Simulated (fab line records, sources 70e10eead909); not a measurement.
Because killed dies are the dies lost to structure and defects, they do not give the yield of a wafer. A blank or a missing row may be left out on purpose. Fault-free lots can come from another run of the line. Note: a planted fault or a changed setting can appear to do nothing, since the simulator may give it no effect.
Matching of chambers + flow nandHarc + rieDiel-08 running NHARC_P_CONTACT_ETCH_35: 4 sister chambers
The step etches the open film in CF4, target depth 39 nm, time 65 s. 4 wafers are shown with their chamber, then 8 later ones without.

== WAFERS, EACH WITH ITS CHAMBER ==
| wafer  | chamber | rfVppV (V) |
|--------|---------|------------|
| L084.6 | 1       | 151.3      |
| L088.3 | 3       | 150.6      |
| L088.5 | 0       | 150.0      |
| L090.2 | 2       | 153.3      |

== WAFERS MISSING THEIR CHAMBER ==
| wafer  | rfVppV (V) |
|--------|------------|
| L090.5 | 151.1      |
| L090.6 | 151.4      |
| L092.1 | 152.7      |
| L092.2 | 153.1      |
| L092.4 | 150.5      |
| L094.1 | 151.0      |
| L094.4 | 151.0      |
| L094.5 | 148.4      |

== THE CHAMBER EACH PASSED THROUGH ==
| wafer  | from the rows above          | in truth |
|--------|------------------------------|----------|
| L090.5 | can't be placed: 1 or 3 or 0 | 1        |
| L090.6 | can't be placed: 1 or 3      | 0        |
| L092.1 | can't be placed: 2 or 1      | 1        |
| L092.2 | 2                            | 2        |
| L092.4 | can't be placed: 3 or 0 or 1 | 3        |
| L094.1 | can't be placed: 1 or 3 or 0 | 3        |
| L094.4 | can't be placed: 1 or 3 or 0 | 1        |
| L094.5 | can't be placed: 0 or 3      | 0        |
Placed correctly: 1 of 8. Not placeable from these rows: 7 (in 6, the candidates include the true chamber). Placed wrongly: 0.
How it was worked out, from the rows above alone: a wafer's distance from a chamber is the root of the sum, over the readings, of the square of ((its reading less the chamber's mean) divided by the reading's scatter). The wafer belongs to the nearest chamber; if the next one is less than 2 further off, it can't be placed. For every chamber, the mean is computed from those of its wafers that are shown. The scatter: root of mean squared gap, hidden wafer to nearest shown wafer, with one shown wafer a chamber.
